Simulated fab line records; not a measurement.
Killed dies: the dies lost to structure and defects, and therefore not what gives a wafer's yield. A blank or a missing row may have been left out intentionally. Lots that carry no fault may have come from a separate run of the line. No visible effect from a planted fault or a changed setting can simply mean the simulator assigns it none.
fab line records + flow nand_harc
[record]
- lots = 12
- wafers = 36
- last_day = 34
route steps=1302 shown P_ZERO_WELL@26 P_STI@85 P_GATE@156 END@1302
lots untouched by any fault: they come from a run of this same line in which no faults occurred
start_h: hours from the record's first day to the start of the lot's first wafer shown + wait_h: hours from the lot's prior step to this one + " unchanged from the row above + L1.1+2: several wafers, shown together as one row + - no value present, or no start provided + * or withheld: withheld + < > ~ a bound
route shown NAME@n: NAME is a module with steps in the file, n the number in the route of the first one + usual: mean and standard deviation over wafers with no fault + same: alike in all rows + chamber/n: place in a boat + sites: each site's reading + _std_site: the values' standard deviation + _edge_site: inner sites' mean taken away from outer sites' mean + radius_mm: how far each site lies from the wafer's centre + mask NAME#n: copy n + behind: tool/chamber where the wafer was last shaped + hold: cause of the lot's hold/its duration in hours/its outcome + device: names the non-switching transistor (n, p or np) + end of line: the route-end tests of the same wafers + step lacking rows: just its recipe + killed: at the first sort, the dies lost to defects and structure; wafer yield is something else + map: per-die view of a wafer (x killed, . not killed, _ where there is no die)
set.NAME: the setting as run; set.NAME@STEP: as run at that earlier step + model.NAME: the simulator's own value behind a step, which no gauge read
a sample of lots followed through the steps of the route, with each step as a table and each wafer as a row
services: a tool's chamber out of use, with start hour (start_h, from the record's first day; less than 0 if before it), hours out, and reason
[[steps]]
[step NHARC_P_ZERO_WELL_EXPOSE_21]
[recipe]
- na = 0.6
- target_cd_nm = 720
- dose_mj = 22.31
- mask_id = P_NWELL
| lot.wafer  | tool           | chamber | start_h | wait_h | mask         |
|------------|----------------|---------|---------|--------|--------------|
| L144.1+2+5 | krf_scanner-01 | 0       | 32.42   | -      | P_NWELL#0    |
| L146.3+4+5 | krf_scanner-04 | 0       | 52.55   | -      | P_NWELL_R1#0 |
| L150.1+2+5 | krf_scanner-02 | 0       | 93.10   | -      | P_NWELL#0    |
| L156.2+3+4 | krf_scanner-04 | 0       | 152.33  | -      | P_NWELL#0    |
| L157.2+3+5 | krf_scanner-02 | 0       | 162.39  | -      | P_NWELL#0    |
| L158.2+4+5 | krf_scanner-01 | 0       | 172.79  | -      | P_NWELL#0    |
| L160.1+3+5 | krf_scanner-04 | 0       | 192.56  | -      | P_NWELL#0    |
| L161.1+3+5 | krf_scanner-02 | 0       | 202.46  | -      | P_NWELL#0    |
| L162.3+4+5 | krf_scanner-01 | 0       | 212.53  | -      | P_NWELL#0    |
| L163.2+3+4 | krf_scanner-02 | 0       | 226.72  | -      | P_NWELL#0    |
| L164.4+5+6 | krf_scanner-02 | 0       | 232.39  | -      | P_NWELL#0    |
| L166.3+4+5 | krf_scanner-02 | 0       | 252.44  | -      | P_NWELL#0    |
[step NHARC_P_ZERO_WELL_CD_MEAS_24]
[recipe]
- target_cd_nm = 720
- landing_energy_ev = 500
[usual]
- cd_nm = 719.6/1.5
| lot.wafer | tool      | chamber | start_h | wait_h | cd_nm |
|-----------|-----------|---------|---------|--------|-------|
| L144.1    | cd_sem-01 | 0       | 32.58   | -      | 718.1 |
| L144.2    | "         | 0       | "       | "      | 722.3 |
| L144.5    | "         | 0       | "       | "      | 720.8 |
| L146.3    | cd_sem-02 | 0       | 52.70   | -      | 651.4 |
| L146.4    | "         | 0       | "       | "      | 651.2 |
| L146.5    | "         | 0       | "       | "      | 652.5 |
| L150.1    | cd_sem-03 | 0       | 93.25   | -      | 720.0 |
| L150.2    | "         | 0       | "       | "      | 721.7 |
| L150.5    | "         | 0       | "       | "      | 720.4 |
| L156.2    | cd_sem-02 | 0       | 152.49  | -      | 719.9 |
| L156.3    | "         | 0       | "       | "      | 719.6 |
| L156.4    | "         | 0       | "       | "      | 721.1 |
| L157.2    | cd_sem-02 | 0       | 162.54  | -      | 720.6 |
| L157.3    | "         | 0       | "       | "      | 720.7 |
| L157.5    | "         | 0       | "       | "      | 719.0 |
| L158.2    | cd_sem-01 | 0       | 172.95  | -      | 717.9 |
| L158.4    | "         | 0       | "       | "      | 720.2 |
| L158.5    | "         | 0       | "       | "      | 719.0 |
| L160.1    | cd_sem-01 | 0       | 192.71  | -      | 722.1 |
| L160.3    | "         | 0       | "       | "      | 718.9 |
| L160.5    | "         | 0       | "       | "      | 719.5 |
| L161.1    | cd_sem-03 | 0       | 202.61  | -      | 717.8 |
| L161.3    | "         | 0       | "       | "      | 717.8 |
| L161.5    | "         | 0       | "       | "      | 720.1 |
| L162.3    | cd_sem-01 | 0       | 212.68  | -      | 717.6 |
| L162.4    | "         | 0       | "       | "      | 720.1 |
| L162.5    | "         | 0       | "       | "      | 720.1 |
| L163.2    | cd_sem-02 | 0       | 226.87  | -      | 722.3 |
| L163.3    | "         | 0       | "       | "      | 722.2 |
| L163.4    | "         | 0       | "       | "      | 718.9 |
| L164.4    | cd_sem-01 | 0       | 232.54  | -      | 718.2 |
| L164.5    | "         | 0       | "       | "      | 720.0 |
| L164.6    | "         | 0       | "       | "      | 719.5 |
| L166.3    | cd_sem-03 | 0       | 252.59  | -      | 721.5 |
| L166.4    | "         | 0       | "       | "      | 720.2 |
| L166.5    | "         | 0       | "       | "      | 718.9 |
[step NHARC_P_STI_INSPECT_11]
[usual]
- raw_defect_count = 5.1/2.4
| lot.wafer | tool              | chamber | start_h | wait_h | raw_defect_count |
|-----------|-------------------|---------|---------|--------|------------------|
| L144.1    | defect_inspect-02 | -       | 57.31   | 0.0    | 9                |
| L144.2    | "                 | -       | "       | "      | 7                |
| L144.5    | "                 | -       | "       | "      | 10               |
| L146.3    | defect_inspect-02 | -       | 74.30   | 0.0    | 6                |
| L146.4    | "                 | -       | "       | "      | 5                |
| L146.5    | "                 | -       | "       | "      | 5                |
| L150.1    | defect_inspect-02 | -       | 113.29  | 0.0    | 6                |
| L150.2    | "                 | -       | "       | "      | 2                |
| L150.5    | "                 | -       | "       | "      | 5                |
| L156.2    | defect_inspect-02 | -       | 173.46  | 0.0    | 8                |
| L156.3    | "                 | -       | "       | "      | 2                |
| L156.4    | "                 | -       | "       | "      | 3                |
| L157.2    | defect_inspect-02 | -       | 183.17  | 0.0    | 3                |
| L157.3    | "                 | -       | "       | "      | 7                |
| L157.5    | "                 | -       | "       | "      | 3                |
| L158.2    | defect_inspect-02 | -       | 194.96  | 0.0    | 4                |
| L158.4    | "                 | -       | "       | "      | 5                |
| L158.5    | "                 | -       | "       | "      | 8                |
| L160.1    | defect_inspect-02 | -       | 216.63  | 0.0    | 1                |
| L160.3    | "                 | -       | "       | "      | 5                |
| L160.5    | "                 | -       | "       | "      | 3                |
| L161.1    | defect_inspect-01 | -       | 222.26  | 0.0    | 1                |
| L161.3    | "                 | -       | "       | "      | 0                |
| L161.5    | "                 | -       | "       | "      | 5                |
| L162.3    | defect_inspect-01 | -       | 233.10  | 0.0    | 5                |
| L162.4    | "                 | -       | "       | "      | 8                |
| L162.5    | "                 | -       | "       | "      | 9                |
| L163.2    | defect_inspect-02 | -       | 252.05  | 0.0    | 7                |
| L163.3    | "                 | -       | "       | "      | 7                |
| L163.4    | "                 | -       | "       | "      | 11               |
| L164.4    | defect_inspect-01 | -       | 252.09  | 0.0    | 7                |
| L164.5    | "                 | -       | "       | "      | 6                |
| L164.6    | "                 | -       | "       | "      | 6                |
| L166.3    | defect_inspect-02 | -       | 272.66  | 0.0    | 2                |
| L166.4    | "                 | -       | "       | "      | 5                |
| L166.5    | "                 | -       | "       | "      | 2                |
[step NHARC_P_STI_DESCUM_14]
[recipe]
- time_s = 3
- o2_flow_sccm = 200
- ar_flow_sccm = 0
- bias_power_w = 0
- chemistry = O2
[usual]
- drypump_motor_current_A = 5.8/0.42
- oes_product_au = 1.000/0.01
- rf_vpp_V = 57.6/0.92
- showerhead_plenum_p_Torr = 1.91/0.08
- throttle_valve_pct = 11.310/0.009
| lot.wafer | tool        | chamber | start_h | wait_h | drypump_motor_current_A | oes_product_au | rf_hours_counter_h | rf_vpp_V | showerhead_plenum_p_Torr | throttle_valve_pct |
|-----------|-------------|---------|---------|--------|-------------------------|----------------|--------------------|----------|--------------------------|--------------------|
| L144.1    | rie_diel-07 | 2       | 57.44   | -      | 5.6                     | 1.016          | 9                  | 58.0     | 1.86                     | 11.327             |
| L144.2    | "           | 0       | "       | "      | 6.0                     | 1.007          | 8                  | 56.9     | 1.85                     | 11.313             |
| L144.5    | "           | 3       | "       | "      | 6.5                     | 1.013          | -                  | 58.7     | 2.05                     | 11.294             |
| L146.4    | rie_diel-07 | 3       | 74.44   | -      | 6.5                     | 1.012          | 11                 | 58.3     | 2.05                     | 11.310             |
| L146.3    | "           | 1       | "       | "      | 5.3                     | 1.000          | 9                  | 57.3     | 1.84                     | 11.322             |
| L146.5    | "           | 2       | "       | "      | 5.5                     | 1.006          | -                  | 56.9     | 1.86                     | 11.303             |
| L150.2    | rie_diel-06 | 1       | 113.42  | -      | 5.9                     | 0.995          | 6                  | 58.7     | 1.99                     | 11.329             |
| L150.1    | "           | 3       | "       | "      | 5.3                     | 1.019          | 7                  | 57.8     | 1.90                     | 11.311             |
| L150.5    | "           | 1       | "       | "      | 5.9                     | 0.998          | -                  | 56.1     | 1.99                     | 11.309             |
| L156.2    | rie_diel-07 | 1       | 173.59  | -      | 5.4                     | 0.999          | 3                  | 56.6     | 1.84                     | 11.296             |
| L156.4    | "           | 2       | "       | "      | 5.5                     | 0.992          | 3                  | 55.9     | 1.85                     | 11.304             |
| L156.3    | "           | 3       | "       | "      | 6.5                     | 0.998          | 3                  | 59.2     | 2.05                     | 11.301             |
| L157.2    | rie_diel-07 | 1       | 183.32  | -      | 5.3                     | 0.994          | 5                  | 57.0     | 1.84                     | 11.320             |
| L157.3    | "           | 2       | "       | "      | 5.6                     | 0.977          | 5                  | 58.1     | 1.85                     | 11.317             |
| L157.5    | "           | 3       | "       | "      | 6.5                     | 0.988          | -                  | 57.6     | 2.05                     | 11.308             |
| L158.4    | rie_diel-04 | 2       | 195.10  | -      | 5.5                     | 0.988          | 0                  | 58.6     | 1.90                     | 11.306             |
| L158.2    | "           | 0       | "       | "      | 4.9                     | 0.990          | 0                  | 56.5     | 1.98                     | 11.307             |
| L158.5    | "           | 1       | "       | "      | 5.7                     | 1.011          | -                  | 57.0     | 1.98                     | 11.303             |
| L160.3    | rie_diel-04 | 1       | 216.76  | -      | 5.7                     | 0.985          | 2                  | 57.9     | 1.98                     | 11.310             |
| L160.1    | "           | 0       | "       | "      | 4.9                     | 0.999          | 2                  | 58.5     | 1.98                     | 11.311             |
| L160.5    | "           | 2       | "       | "      | 5.5                     | 0.983          | -                  | 57.5     | 1.90                     | 11.306             |
| L161.1    | rie_diel-06 | 3       | 222.43  | -      | 5.3                     | 1.003          | 5                  | 58.4     | 1.90                     | 11.318             |
| L161.3    | "           | 1       | "       | "      | 5.9                     | 1.006          | 4                  | 59.6     | 1.99                     | 11.311             |
| L161.5    | "           | 2       | "       | "      | 6.1                     | 0.985          | -                  | 56.0     | 1.80                     | 11.308             |
| L162.3    | rie_diel-06 | 3       | 233.23  | -      | 5.3                     | 0.994          | 5                  | 58.5     | 1.90                     | 11.315             |
| L162.4    | "           | 0       | "       | "      | 6.1                     | 0.996          | 5                  | 57.1     | 1.99                     | 11.295             |
| L162.5    | "           | 3       | "       | "      | 5.3                     | 0.998          | -                  | 58.2     | 1.90                     | 11.298             |
| L163.2    | rie_diel-07 | 2       | 252.19  | -      | 5.6                     | 0.991          | 11                 | 58.0     | 1.85                     | 11.315             |
| L163.3    | "           | 3       | "       | "      | 6.5                     | 1.004          | 11                 | 58.6     | 2.05                     | 11.324             |
| L163.4    | "           | 3       | "       | "      | 6.5                     | 1.000          | -                  | 56.0     | 2.05                     | 11.300             |
| L164.4    | rie_diel-06 | 3       | 252.22  | -      | 5.3                     | 1.018          | 6                  | 58.4     | 1.90                     | 11.308             |
| L164.6    | "           | 3       | "       | "      | 5.3                     | 1.002          | -                  | 58.1     | 1.90                     | 11.308             |
| L164.5    | "           | 0       | "       | "      | 6.1                     | 1.014          | -                  | 58.9     | 1.99                     | 11.307             |
| L166.4    | rie_diel-06 | 1       | 272.81  | -      | 5.9                     | 1.008          | 6                  | 57.1     | 1.99                     | 11.316             |
| L166.3    | "           | 3       | "       | "      | 5.3                     | 1.005          | 7                  | 58.9     | 1.90                     | 11.294             |
| L166.5    | "           | 0       | "       | "      | 6.1                     | 1.011          | -                  | 57.3     | 1.99                     | 11.304             |
[step NHARC_P_GATE_ETCHBACK_37]
[recipe]
- target_depth_a = 345
- time_s = 17.2
- chf3_flow_sccm = 50
- o2_flow_sccm = 10
- ar_flow_sccm = 200
- rf_w = 500
- bias_w = 200
- chemistry = CHF3/O2
[usual]
- drypump_motor_current_A = 5.6/0.38
- oes_product_au = 0.937/0.026
- rf_vpp_V = 370.9/2
- showerhead_plenum_p_Torr = 2.42/0.087
- throttle_valve_pct = 20.571/0.01
| lot.wafer | tool        | chamber | start_h | wait_h | drypump_motor_current_A | oes_product_au | rf_hours_counter_h | rf_vpp_V | showerhead_plenum_p_Torr | throttle_valve_pct |
|-----------|-------------|---------|---------|--------|-------------------------|----------------|--------------------|----------|--------------------------|--------------------|
| L144.1    | rie_diel-10 | 0       | -       | -      | 6.0                     | 0.914          | 4                  | 374.2    | 2.58                     | 20.585             |
| L144.2    | "           | 1       | "       | "      | 5.5                     | 0.927          | 4                  | 372.8    | 2.39                     | 20.563             |
| L144.5    | "           | 3       | "       | "      | 5.6                     | 0.914          | -                  | 369.3    | 2.35                     | 20.578             |
| L146.4    | rie_diel-03 | 3       | -       | -      | 6.1                     | 0.947          | 0                  | 368.2    | 2.27                     | 20.558             |
| L146.3    | "           | 1       | "       | "      | 6.1                     | 0.924          | 0                  | 370.8    | 2.47                     | 20.554             |
| L146.5    | "           | 0       | "       | "      | 5.4                     | 0.933          | -                  | 372.1    | 2.48                     | 20.574             |
| L150.1    | rie_diel-03 | 2       | -       | -      | 4.9                     | 0.925          | 4                  | 372.0    | 2.47                     | 20.579             |
| L150.2    | "           | 0       | "       | "      | 5.4                     | 0.915          | 3                  | 371.4    | 2.48                     | 20.585             |
| L150.5    | "           | 3       | "       | "      | 6.1                     | 0.937          | -                  | 368.1    | 2.27                     | 20.578             |
| L156.3    | rie_diel-01 | 2       | -       | -      | 6.0                     | 0.936          | 0                  | 367.8    | 2.35                     | 20.568             |
| L156.4    | "           | 0       | "       | "      | 4.9                     | 0.944          | 0                  | 370.0    | 2.34                     | 20.577             |
| L156.2    | "           | 1       | "       | "      | 5.5                     | 0.945          | 0                  | 372.9    | 2.48                     | 20.556             |
| L158.4    | rie_diel-10 | 1       | -       | -      | 5.6                     | 1.008          | 0                  | 371.2    | 2.39                     | 20.560             |
| L158.2    | "           | 2       | "       | "      | 5.8                     | 1.015          | 0                  | 371.0    | 2.43                     | 20.580             |
| L158.5    | "           | 1       | "       | "      | 5.5                     | 1.000          | -                  | 370.4    | 2.39                     | 20.538             |
| L157.3    | rie_diel-03 | 0       | -       | -      | 5.4                     | 0.920          | 11                 | 372.7    | 2.48                     | 20.570             |
| L157.2    | "           | 3       | "       | "      | 6.1                     | 0.935          | 11                 | 367.1    | 2.27                     | 20.570             |
| L157.5    | "           | 1       | "       | "      | 6.1                     | 0.926          | -                  | 373.2    | 2.47                     | 20.551             |
| L160.1    | rie_diel-01 | 2       | -       | -      | 6.0                     | 0.929          | 3                  | 369.4    | 2.35                     | 20.555             |
| L160.3    | "           | 3       | "       | "      | 5.1                     | 0.929          | 3                  | 369.1    | 2.31                     | 20.568             |
| L160.5    | "           | 1       | "       | "      | 5.5                     | 0.921          | -                  | 370.4    | 2.48                     | 20.568             |
| L161.1    | rie_diel-01 | 0       | -       | -      | 4.9                     | 0.935          | 3                  | 369.4    | 2.34                     | 20.568             |
| L161.3    | "           | 1       | "       | "      | 5.5                     | 0.924          | 3                  | 371.2    | 2.48                     | 20.583             |
| L161.5    | "           | 2       | "       | "      | 6.0                     | 0.925          | -                  | 369.0    | 2.35                     | 20.557             |
| L162.4    | rie_diel-10 | 3       | -       | -      | 5.6                     | 0.947          | 3                  | 368.4    | 2.35                     | 20.570             |
| L162.3    | "           | 1       | "       | "      | 5.5                     | 0.941          | 2                  | 369.8    | 2.39                     | 20.578             |
| L162.5    | "           | 3       | "       | "      | 5.6                     | 0.947          | -                  | 370.8    | 2.35                     | 20.561             |
| L164.4    | rie_diel-10 | 0       | -       | -      | 6.0                     | 0.932          | 2                  | 373.5    | 2.58                     | 20.582             |
| L164.6    | "           | 2       | "       | "      | 5.8                     | 0.931          | -                  | 370.0    | 2.43                     | 20.567             |
| L164.5    | "           | 3       | "       | "      | 5.6                     | 0.937          | -                  | 369.7    | 2.35                     | 20.555             |
| L163.4    | rie_diel-01 | 1       | -       | -      | 5.5                     | 0.920          | 5                  | 372.8    | 2.47                     | 20.561             |
| L163.2    | "           | 2       | "       | "      | 6.0                     | 0.924          | 6                  | 368.6    | 2.35                     | 20.568             |
| L163.3    | "           | 0       | "       | "      | 4.9                     | 0.948          | 4                  | 370.6    | 2.34                     | 20.598             |
| L166.3    | rie_diel-01 | 1       | -       | -      | 5.5                     | 0.980          | 8                  | 370.6    | 2.47                     | 20.578             |
| L166.4    | "           | 2       | "       | "      | 6.0                     | 0.989          | 8                  | 369.2    | 2.34                     | 20.562             |
| L166.5    | "           | 0       | "       | "      | 4.9                     | 0.982          | -                  | 369.9    | 2.34                     | 20.554             |
[step NHARC_END_SORT_01]
[recipe]
- temp_c = 25
[usual]
- killed_at_array = 53/18
- killed_at_other = 1.0/1.2
- killed_at_periphery = 3.6/2.4
- killed_dies = 58/18
- killed_open = 3.4/1.8
- killed_short = 2.3/1.5
[same]
- gross_dies = 677
| lot.wafer | tool      | chamber | start_h | wait_h | killed_at_array | killed_at_other | killed_at_periphery | killed_dies | killed_open | killed_short |
|-----------|-----------|---------|---------|--------|-----------------|-----------------|---------------------|-------------|-------------|--------------|
| L146.3    | prober-01 | 0       | 613.54  | 3.1    | 35              | 0               | 8                   | 43          | 6           | 1            |
| L146.4    | prober-01 | 0       | 614.33  | 3.4    | 29              | 1               | 7                   | 37          | 4           | 1            |
| L146.5    | prober-01 | 0       | 615.13  | 3.7    | 32              | 0               | 5                   | 37          | 8           | 1            |
// killed by level:class
L146.3 A_SLIT:chamber_film_flake=16 A_CONTACT:chamber_film_flake=5 A_CHANNEL_HOLE_D2:chamber_film_flake=4 P_ZERO_WELL:area_expose=4 A_STAIRCASE:chamber_film_flake=3 P_M0:geometric_particle:open=2 A_BLC:geometric_particle:open=2 P_CONTACT:geometric_particle:open=1
L146.4 A_SLIT:chamber_film_flake=11 A_CHANNEL_HOLE_D2:chamber_film_flake=4 P_ZERO_WELL:area_expose=3 P_GATE:chamber_film_flake=2 A_STAIRCASE:chamber_film_flake=2 A_ZERO_WELL:chamber_film_flake=2 A_CHANNEL_FILL_D2:chamber_film_flake=2 A_WL_FILL:chamber_film_flake=2
L146.5 A_SLIT:chamber_film_flake=13 A_CHANNEL_HOLE_D2:chamber_film_flake=5 A_CONTACT:chamber_film_flake=4 P_M0:geometric_particle:open=2 A_WL_FILL:geometric_particle:open=2 A_CHANNEL_HOLE_D1:chamber_film_flake=2 P_CONTACT:geometric_particle:open=1 A_ONON_D2:geometric_particle:open=1
[[services]]
| tool           | chamber | start_h | hours | kind   |
|----------------|---------|---------|-------|--------|
| krf_scanner-02 | -       | 15.76   | 2.2   | repair |
| rie_diel-01    | -       | 26.88   | 9.0   | pm     |
| rie_diel-06    | 3       | 30.69   | 13.0  | repair |
| krf_scanner-02 | -       | 39.09   | 2.1   | repair |
| rie_diel-06    | 3       | 53.34   | 5.9   | repair |
| krf_scanner-02 | -       | 64.06   | 0.5   | repair |
| rie_diel-06    | 0       | 75.64   | 1.2   | repair |
| krf_scanner-02 | -       | 83.79   | 4.9   | repair |
| rie_diel-07    | 3       | 91.95   | 7.0   | repair |
| krf_scanner-02 | -       | 94.00   | 4.0   | pm     |
| rie_diel-07    | 0       | 101.86  | 3.0   | repair |
| krf_scanner-02 | -       | 105.10  | 5.3   | repair |
| rie_diel-06    | -       | 115.38  | 0.4   | repair |
| rie_diel-07    | -       | 117.30  | 9.0   | pm     |
| rie_diel-06    | 1       | 127.10  | 8.8   | repair |
| rie_diel-06    | -       | 130.27  | 9.0   | pm     |
| rie_diel-07    | 3       | 136.23  | 8.5   | repair |
| krf_scanner-02 | -       | 136.75  | 3.5   | repair |
| rie_diel-06    | -       | 166.25  | 0.2   | repair |
| krf_scanner-02 | -       | 186.98  | 0.4   | repair |
| rie_diel-01    | -       | 203.88  | 9.0   | pm     |
| rie_diel-01    | 0       | 216.30  | 5.2   | repair |
| krf_scanner-02 | -       | 225.35  | 0.6   | repair |
| krf_scanner-02 | -       | 266.00  | 4.0   | pm     |
[[key]]
[first_sign]
- step = NHARC_P_ZERO_WELL_EXPOSE_21
- reading = mask
- direction = changed
[effect]
- step = NHARC_P_ZERO_WELL_CD_MEAS_24
- reading = cd_nm
- direction = down
- sigmas = 45
- usual = 719.6
- struck = 651.7
met_at NHARC_P_ZERO_WELL_EXPOSE_21
struck_lots L146
tester_left_out L146
not_acting_at NHARC_P_STI_INSPECT_11,NHARC_P_STI_DESCUM_14,NHARC_P_GATE_ETCHBACK_37
[fault]
- kind = wrong_mask
- tool = any
- chamber = -
- onset_h = 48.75
- steps = NHARC_P_ZERO_WELL_EXPOSE_21
- aux_copy = P_NWELL_R1#0
- cd_offset_nm = -67.966
- scope = struck_lots_only
// tester_left_out: of these lots the tester's yield and bins aren't shown, on N5 and GAA mostly nor the transistor test; their killed dies are dies lost to structure and defects alone, not to doping, threshold or leakage, so they don't give the yield
